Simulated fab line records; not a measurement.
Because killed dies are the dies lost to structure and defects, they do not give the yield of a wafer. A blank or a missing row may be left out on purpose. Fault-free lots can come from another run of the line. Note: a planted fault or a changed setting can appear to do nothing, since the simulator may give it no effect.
Chamber matching / flow nandHarc / 4 sister chambers for NHARC_A_BONDPAD_ETCH_34 on rieDiel-06
The step etches the open film in N2/H2, target depth 60 nm, overetch 18 nm, time 65.91 s. 4 wafers are shown with their chamber, then 7 later ones without.

== EACH WAFER AND ITS CHAMBER ==
wafer=L325.2; chamber=2; drypumpMotorCurrentA (A)=5.8
wafer=L324.2; chamber=0; drypumpMotorCurrentA (A)=5.4
wafer=L328.1; chamber=3; drypumpMotorCurrentA (A)=6.4
wafer=L328.2; chamber=1; drypumpMotorCurrentA (A)=5.9

== WAFERS MISSING THEIR CHAMBER ==
wafer=L328.4; drypumpMotorCurrentA (A)=5.4
wafer=L326.1; drypumpMotorCurrentA (A)=6.0
wafer=L326.3; drypumpMotorCurrentA (A)=6.4
wafer=L326.6; drypumpMotorCurrentA (A)=6.4
wafer=L337.3; drypumpMotorCurrentA (A)=6.0
wafer=L337.4; drypumpMotorCurrentA (A)=5.4
wafer=L337.6; drypumpMotorCurrentA (A)=5.4

== EACH ONE'S CHAMBER ==
wafer=L328.4; from the rows above=0; in truth=0
wafer=L326.1; from the rows above=can't be placed: 1 or 2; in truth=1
wafer=L326.3; from the rows above=3; in truth=3
wafer=L326.6; from the rows above=3; in truth=3
wafer=L337.3; from the rows above=can't be placed: 1 or 2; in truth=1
wafer=L337.4; from the rows above=0; in truth=0
wafer=L337.6; from the rows above=0; in truth=0
Correct placement for 5 of the 7. Not placeable from these rows: 2 (in 2, the candidates include the true chamber). Wrongly placed: 0.
How it was worked out, from the rows above alone: a wafer's distance from a chamber is the root of the sum, over the readings, of the square of ((its reading less the chamber's mean) divided by the reading's scatter). If the next closest chamber is less than 2 further off than the closest, the wafer can't be placed; otherwise it belongs to the closest. Each chamber's mean is taken over the wafers shown for it. The scatter: with one shown wafer a chamber, the root of the mean of the squares of how far each hidden wafer lies from its nearest shown one.
